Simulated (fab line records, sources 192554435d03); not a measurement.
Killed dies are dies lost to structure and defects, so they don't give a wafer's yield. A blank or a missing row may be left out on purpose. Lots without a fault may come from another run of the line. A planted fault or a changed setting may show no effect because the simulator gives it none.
fab line records | flow n5_finfet
record lots=4 wafers=12 last_day=18
route steps=1938 shown BEOL_M3@1009 BEOL_M4@1021 PASSIVATION@1936
lots that met no fault: from a run of the same line without faults
start_h: hours from the record's first day to the start of the lot's first wafer shown | wait_h: hours since the lot's step before | " the same as in the row above | L1.1+2: a row that stands for several wafers | - no value, or no start given | * or withheld: withheld | < > ~ a bound
route shown NAME@n: a module of which the file shows steps, and the number in the route of the first | usual: mean/standard deviation of fault-free wafers | same: alike in all rows | chamber/n: place in a boat | sites: the reading at each site | _std_site: their standard deviation | _edge_site: outer sites' mean less inner sites' | radius_mm: how far each site lies from the wafer's centre | mask NAME#n: copy n | behind: the tool/chamber that last shaped the wafer | hold: why the lot was held/for how many hours/how that ended | device: the transistor (n, p or np) that didn't switch | end of line: the same wafers' tests at the end of the route | a step without rows: its recipe alone | killed: dies lost to structure and defects at the first sort, not the wafer's yield | map: a wafer's dies, x killed, . not, _ none there
set.NAME: the setting as run; set.NAME@STEP: as run at that earlier step | model.NAME: the simulator's own value behind a step, which no gauge read
lots at some steps of the route; a table a step, a row a wafer
services: from which hour (start_h, from the record's first day; less than 0 if before it) a tool's chamber was out of use, for how many hours, and why
## steps
# step N5_BEOL_M3_ANNEAL_95
# recipe temp_c=400 time_s=240 ambient=vacuum
# step N5_BEOL_M3_SPUTTER_96
# recipe material=Cu target_thk_a=45 temp_c=-20 chamber_pressure_pa=0.07 power_w=withheld time_s=8.29
# step N5_BEOL_M3_ECD_50
# recipe material=Cu target_thk_a=3000
# step N5_BEOL_M3_ANNEAL_51
# recipe temp_c=225 time_s=90 ambient=N2
# step N5_BEOL_M3_CMP_52
# recipe stop_on=SiOC t_overpolish_s=6.8 down_force_psi=1 platen_rpm=50 clearing_platen_down_force_psi=1.5 clearing_platen_rpm=50 post_cmp_clean=cu_alkaline target_thk_nm=40 clearing_platen_pad_velocity_m_s=0.99484 pad_velocity_m_s=0.99484
# step N5_BEOL_M3_PRE_CLEAN_60
# recipe gas=NH3/H2 time_s=15 temp_c=* rf_power_w=300
# step N5_BEOL_M3_CO_CAP_55
# recipe material=Co target_thk_a=20 temp_c=200 precursor=CCTBA/H2 pressure_torr=30 time_s=102.1
# step N5_BEOL_M3_PRE_CLEAN_56
# recipe gas=NH3 time_s=15 temp_c=withheld rf_power_w=300
# step N5_BEOL_M3_DEP_57
# recipe material=SiCN target_thk_a=80 temp_c=withheld precursor=3MS/NH3 pressure_torr=3 rf_w=202 time_s=14
# step N5_BEOL_M4_ILD_DEP_00
# recipe material=SiOC target_thk_a=790 temp_c=350 precursor=DEMS/O2 pressure_torr=5 rf_w=500 time_s=15.3
# usual heater_power_w=478/72 rf_fwd_power_W=493.3/2.4 showerhead_plenum_p_Torr=5.687/0.014 throttle_valve_pct=12.1/0.39
# columns lot.wafer tool chamber start_h wait_h heater_power_w rf_fwd_power_W showerhead_plenum_p_Torr throttle_valve_pct model.SiOC_of_BEOL_M4_ILD_DEP_00.thk_nm
L203.3 pecvd-03 0 223.22 0.0 466 493.5 5.665 11.9 78.4
L203.5 " 2 " " 604 489.0 5.705 11.7 78.8
L203.6 " 0 " " 452 492.6 5.692 11.9 80
L208.1 pecvd-03 2 253.03 0.0 558 490.7 5.719 11.7 76
L208.5 " 0 " " 443 494.5 5.686 11.8 88
L208.6 " 1 " " 568 494.6 5.689 12.5 78
L209.2 pecvd-03 0 259.78 0.0 376 494.5 5.677 11.9 86.6
L209.4 " 2 " " 600 490.2 5.705 11.6 78.6
L209.6 " 1 " " 612 493.5 5.694 12.9 77.8
L215.1 pecvd-04 0 313.27 0.0 436 491.3 5.663 12.0 78.8
L215.5 " 0 " " 439 491.3 5.659 11.9 79.6
L215.6 " 1 " " 396 492.5 5.676 12.1 79.2
# step N5_BEOL_M4_THK_MEAS_01
# recipe reads=SiOC_of_BEOL_M4_ILD_DEP_00
# usual M4_ILD_THK=78.4/1.2
# columns lot.wafer tool chamber start_h wait_h M4_ILD_THK[nm]
L203.3 film_metro-01 - 223.29 0.1 78.4
L203.5 " - " " 78.8
L203.6 " - " " 80.0
L208.1 film_metro-01 - 253.09 0.0 76.1
L208.5 " - " " 88.0
L208.6 " - " " 78.1
L209.2 film_metro-01 - 259.84 0.1 86.7
L209.4 " - " " 78.5
L209.6 " - " " 77.9
L215.1 film_metro-02 - 313.35 0.1 78.8
L215.5 " - " " 79.5
L215.6 " - " " 79.2
# step N5_BEOL_M4_PECVD_72
# recipe material=SiO2 target_thk_a=160 temp_c=400 precursor=TEOS/O2 pressure_torr=5.5 rf_w=450 teos_flow_sccm=53.8 gas=O2 flow_sccm=3000 time_s=18
# step N5_BEOL_M4_HM_DEP_02
# recipe material=TiN target_thk_a=200 temp_c=25 chamber_pressure_pa=0.49996
# step N5_BEOL_M4_COAT_61
# recipe resist=SOC temp_c=250 time_s=60 spin_rpm=1500 resist_thk_nm=60
# step N5_BEOL_M4_COAT_62
# recipe resist=SiARC temp_c=220 time_s=60 spin_rpm=1500 resist_thk_nm=12
# step N5_BEOL_M4_COAT_73
# recipe resist=underlayer temp_c=205 time_s=60 spin_rpm=1500 resist_thk_nm=5
# step N5_BEOL_M4_COAT_05
# recipe resist=CAR-EUV spin_rpm=1500 resist_thk_nm=30
# step N5_BEOL_M4_EBR_07
# recipe solvent=PGMEA ebr_width_mm=1.5
# step N5_BEOL_M4_SOFTBAKE_06
# recipe temp_c=110 time_s=60 resist=CAR-EUV
# step N5_BEOL_M4_EXPOSE_08
# recipe mask_id=M4 na=0.33 source_shape=dipole sigma_inner=0.369 sigma_outer=0.767 polarization=unpolarized dose_mj=41.25
# step N5_BEOL_M4_PEB_09
# recipe peb_temp_c=100 peb_time_s=60 resist=CAR-EUV
# step N5_BEOL_M4_DEVELOP_10
# recipe develop_time_s=30 developer=TMAH resist=CAR-EUV rinse_liquid=surfactant_rinse dry=air_spin dev_temp_c=23
# step N5_BEOL_M4_DESCUM_16
# recipe chemistry=O2 time_s=7 source_power_w=50 bias_power_w=20 pressure_mtorr=20 rf_frequency_hz=2.712e+07 temp_c=40 resist=CAR-EUV o2_flow_sccm=225
# step N5_BEOL_M4_ETCH_74
# recipe chemistry=N2/H2 target=underlayer target_depth_a=65 mask_material=CAR-EUV time_s=5.2 ion_energy_ev=200 pressure_mtorr=30 source_w=840 bias_w=150 n2_flow_sccm=200 h2_flow_sccm=200 ends=cleared
# step N5_BEOL_M4_ETCH_63
# recipe chemistry=CF4 target=SiARC target_depth_a=156 mask_material=CAR-EUV time_s=26 ion_energy_ev=80 pressure_mtorr=40 source_w=545 bias_w=36 Ar_flow_sccm=100 cf4_flow_sccm=100 ends=cleared
# step N5_BEOL_M4_ETCH_64
# recipe chemistry=N2/H2 target=SOC target_depth_a=750 overetch_a=225 mask_material=SiARC temp_c=40 time_s=121.9 ion_energy_ev=200 pressure_mtorr=30 source_w=840 bias_w=150 n2_flow_sccm=200 h2_flow_sccm=200
# step N5_BEOL_M4_STRIP_65
# recipe chemistry=N2/H2 temp_c=40 n2_flow_sccm=200 h2_flow_sccm=200 rf_frequency_hz=6e+07
# step N5_BEOL_M4_STRIP_75
# recipe chemistry=N2/H2 temp_c=40 n2_flow_sccm=200 h2_flow_sccm=200 rf_frequency_hz=6e+07
# step N5_BEOL_M4_STRIP_66
# recipe chemistry=CF4 resist=SiARC power_w=300 bias_power_w=75 pressure_mtorr=50 cf4_flow_sccm=150 rf_frequency_hz=6e+07
# step N5_BEOL_M4_HM_OPEN_17
# recipe chemistry=Cl2/BCl3 target_depth_a=200 overetch_a=60 target=TiN mask_material=SOC ion_energy_ev=150 pressure_mtorr=10 icp_w=1000 bias_w=126 Cl2_flow_sccm=53.25 bcl3_flow_sccm=21.75 Ar_flow_sccm=25
# step N5_BEOL_M4_STRIP_19
# recipe chemistry=O2 power_w=400 temp_c=40 pressure_mtorr=30 rf_frequency_hz=6e+07 bias_power_w=0 overash_fraction=0.2 o2_flow_sccm=225
# step N5_BEOL_M4_COAT_67
# recipe resist=SOC temp_c=250 time_s=60 spin_rpm=1500 resist_thk_nm=60
# step N5_BEOL_M4_COAT_68
# recipe resist=SiARC temp_c=220 time_s=60 spin_rpm=1500 resist_thk_nm=12
# step N5_BEOL_M4_COAT_76
# recipe resist=underlayer temp_c=205 time_s=60 spin_rpm=1500 resist_thk_nm=5
# step N5_BEOL_M4_COAT_22
# recipe resist=CAR-EUV spin_rpm=1500 resist_thk_nm=30
# step N5_BEOL_M4_CMP_52
# recipe stop_on=SiOC t_overpolish_s=6.8 down_force_psi=1 platen_rpm=50 clearing_platen_down_force_psi=1.5 clearing_platen_rpm=50 post_cmp_clean=cu_alkaline target_thk_nm=40 clearing_platen_pad_velocity_m_s=0.99484 pad_velocity_m_s=0.99484
# usual motor_current_A=5.8/0.66 pad_life_wafers=1112/490
# columns lot.wafer tool chamber start_h wait_h motor_current_A pad_life_wafers model.SiOC_of_BEOL_M4_ILD_DEP_00.thk_nm
L203.3 cmp-01 3 234.49 0.2 5.8 642 75.4
L203.6 " 3 " " 5.7 - 77
L203.5 " 0 " " 6.6 - 75.8
L208.1 cmp-01 2 281.76 0.3 6.5 1002 73
L208.6 " 2 " " 6.4 - 75
L208.5 " 3 " " 6.0 - 85
L209.2 cmp-01 2 286.81 0.3 6.2 1064 83.6
L209.4 " 3 " " 6.1 1065 75.6
L209.6 " 0 " " 6.7 - 74.8
L215.1 cmp-01 0 329.68 0.3 6.6 1388 75.8
L215.5 " 2 " " 5.9 - 76.6
L215.6 " 3 " " 5.5 - 76.2
# step N5_BEOL_M4_RC_MEAS_101
# usual DIBL_N=36.8/1.9 DIBL_P=36.5/2.1 IOFF_N=0.17/0.038 IOFF_P=0.22/0.039 ION_N=675/12 ION_P=463/7.4 SS_N=71.6/0.71 SS_P=73.4/0.72 VT_N=249/3.3 VT_P=-250/3.3
# columns lot.wafer tool chamber start_h wait_h DIBL_N[mV/V] DIBL_P[mV/V] IOFF_N[nA/um] IOFF_P[nA/um] ION_N[uA/um] ION_P[uA/um] SS_N[mV/dec] SS_P[mV/dec] VT_N[mV] VT_P[mV]
L203.3 prober-02 0 235.41 0.3 36.6 35.0 0.16 0.20 681 463 71.7 72.2 247 -251
L203.5 " 0 " " 36.8 35.5 0.18 0.22 680 464 71.4 72.4 247 -249
L203.6 " 0 " " 37.4 36.0 0.18 0.21 683 465 71.4 73.0 247 -250
L208.1 prober-01 0 282.44 0.0 38.4 37.4 0.18 0.23 699 476 71.0 73.7 247 -249
L208.5 " 0 " " 36.6 34.0 0.14 0.18 656 452 71.7 73.0 249 -255
L208.6 " 0 " " 38.3 37.5 0.18 0.23 696 476 71.2 74.4 246 -248
L209.2 prober-01 0 287.51 0.2 37.9 39.1 0.21 0.31 693 478 72.1 74.1 244 -241
L209.4 " 0 " " 35.5 34.7 0.15 0.23 690 477 71.1 73.3 251 -248
L209.6 " 0 " " 36.0 36.2 0.16 0.25 680 475 71.1 73.6 247 -245
L215.1 prober-02 0 330.21 0.0 33.8 33.3 0.12 0.16 673 464 70.2 72.9 255 -254
L215.5 " 0 " " 33.5 32.1 0.10 0.14 678 463 71.0 73.0 257 -257
L215.6 " 0 " " 33.9 32.7 0.11 0.14 672 459 70.6 73.0 252 -255
# step N5_PASSIVATION_PROBE_49
# usual defect_limited_yield=91.3/1.4 killed_at_M0_to_M3=33/11 killed_at_M4_up=15/6.2 killed_at_contacts=13/6.5 killed_at_front_end=38/11 killed_at_other=3.4/2.6 killed_dies=102/17 killed_open=67/12 killed_short=34/7.9 sort_bin_5_function=5.1/0.88 sort_bin_6_memory=3.3/0.65 sort_n_pass=1078/17 sort_yield_pct=91.3/1.4
# same gross_dies=1180 killed_at_back_side=0 sort_bin_4_leakage[%]=0 sort_bin_8_speed[%]=0
# columns lot.wafer tool chamber start_h wait_h defect_limited_yield[%] killed_at_M0_to_M3 killed_at_M4_up killed_at_contacts killed_at_front_end killed_at_other killed_dies killed_open killed_short sort_bin_5_function[%] sort_bin_6_memory[%] sort_n_pass sort_yield_pct[%]
L215.1 prober-02 - 434.76 0.7 93.3 21 15 16 22 5 79 52 26 4.5 1.8 1101 93.3
L215.5 prober-02 - 434.96 0.9 93.6 23 7 19 22 4 75 47 24 3.6 2.4 1105 93.6
L215.6 prober-02 - 435.01 1.0 90.6 25 9 21 48 8 111 80 30 5.3 3.8 1069 90.6
# killed by level:class
L215.1 MOL_CONTACT_COAG:geometric_particle:open=13 BEOL_M3:geometric_particle:open=5 STI_FIN_REVEAL:geometric_particle:open=4 BEOL_M1:geometric_particle:open=4 BEOL_M1:geometric_particle:short=4 MOL_CONTACT_COAG:geometric_particle:short=3 BEOL_M0:geometric_particle:open=3 BEOL_M4:geometric_particle:open=3
L215.5 MOL_CONTACT_COAG:geometric_particle:open=13 MOL_CONTACT_COAG:geometric_particle:short=6 BEOL_M2:geometric_particle:open=5 BEOL_M0:geometric_particle:open=4 BEOL_M0_SAQP:geometric_particle:open=4 ZERO_LAYER:coat_microbubble_printed=4 STI_FIN_REVEAL:geometric_particle:open=3 DUMMY_GATE:geometric_particle:open=3
L215.6 STI_FIN_REVEAL:geometric_particle:open=18 MOL_CONTACT_COAG:geometric_particle:open=14 MOL_CONTACT_COAG:geometric_particle:short=7 BEOL_M0_SAQP:geometric_particle:open=6 DUMMY_GATE:geometric_particle:open=5 BEOL_M2:geometric_particle:open=5 STI_FIN_REVEAL:geometric_particle:short=4 GATE_CUT:geometric_particle:open=4
## services
# columns tool chamber start_h hours kind
pecvd-03 1 202.03 5.5 scheduled_down
cmp-01 - 206.69 5.5 pm
pecvd-04 1 254.16 2.1 scheduled_down
cmp-01 - 273.51 0.9 repair
pecvd-03 2 282.52 4.5 repair
pecvd-03 - 284.37 1.2 repair
pecvd-03 0 303.21 2.1 scheduled_down
cmp-01 - 318.87 1.8 repair
pecvd-04 0 319.79 5.5 scheduled_down
## key
first_sign step=N5_BEOL_M4_THK_MEAS_01 reading=M4_ILD_THK direction=up sigmas=7.6 usual=78.4 struck=87.4
effect none on later readings
model_effect step=N5_BEOL_M4_ILD_DEP_00 value=SiOC_of_BEOL_M4_ILD_DEP_00.thk_nm without=77.8 struck=87.3
model_effect step=N5_BEOL_M4_CMP_52 value=SiOC_of_BEOL_M4_ILD_DEP_00.thk_nm without=74.8 struck=84.3
met_at N5_BEOL_M4_ILD_DEP_00
struck_wafers L208.5,L209.2
onset_between 223.22 253.03
fault kind=process_parameter_drift tool=pecvd-03 chamber=0 onset_h=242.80 steps=N5_BEOL_M4_ILD_DEP_00 channel=time_s offset=* shape=step end_h=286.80 acts_in=* stated=*
